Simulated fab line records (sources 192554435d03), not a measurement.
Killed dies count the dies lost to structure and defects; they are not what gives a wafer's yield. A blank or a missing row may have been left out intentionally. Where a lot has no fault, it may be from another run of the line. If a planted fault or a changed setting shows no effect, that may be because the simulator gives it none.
Chamber matching | flow n5Finfet | pecvd-02 running N5_BEOL_M7_ILD_DEP_00: 3 sister chambers
The step deposits SiCOH lowk from DEMS/porogen, target thk 179.75 nm, time 33.4 s. 3 wafers are shown with their chamber, then 7 later ones without.

WAFERS, EACH WITH ITS CHAMBER
wafer  | chamber | throttleValvePct (%)
L082.6 | 1       | 13.9
L088.1 | 0       | 14.3
L088.3 | 2       | 12.7

WAFERS WITH NO CHAMBER GIVEN
wafer  | throttleValvePct (%)
L088.6 | 12.8
L091.2 | 14.5
L091.4 | 14.4
L091.5 | 12.4
L095.2 | 13.8
L095.3 | 12.4
L095.5 | 14.0

THE CHAMBER EACH PASSED THROUGH
wafer  | from the rows above     | in truth
L088.6 | 2                       | 2
L091.2 | 0                       | 0
L091.4 | 0                       | 0
L091.5 | 2                       | 2
L095.2 | 1                       | 1
L095.3 | 2                       | 2
L095.5 | can't be placed: 1 or 0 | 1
Placed correctly: 6 of 7. Cannot be placed on the basis of these rows: 1; the candidates contain the true chamber in 1. Number placed wrongly: 0.
How it was worked out, from the rows above alone: a wafer's distance from a chamber is the root of the sum, over the readings, of the square of ((its reading less the chamber's mean) divided by the reading's scatter). If the next closest chamber is less than 2 further off than the closest, the wafer can't be placed; otherwise it belongs to the closest. The mean given for a chamber averages the wafers shown for that chamber. The scatter (one wafer shown for each chamber): square how far every hidden wafer sits from the nearest shown wafer, average those squares and take the square root.
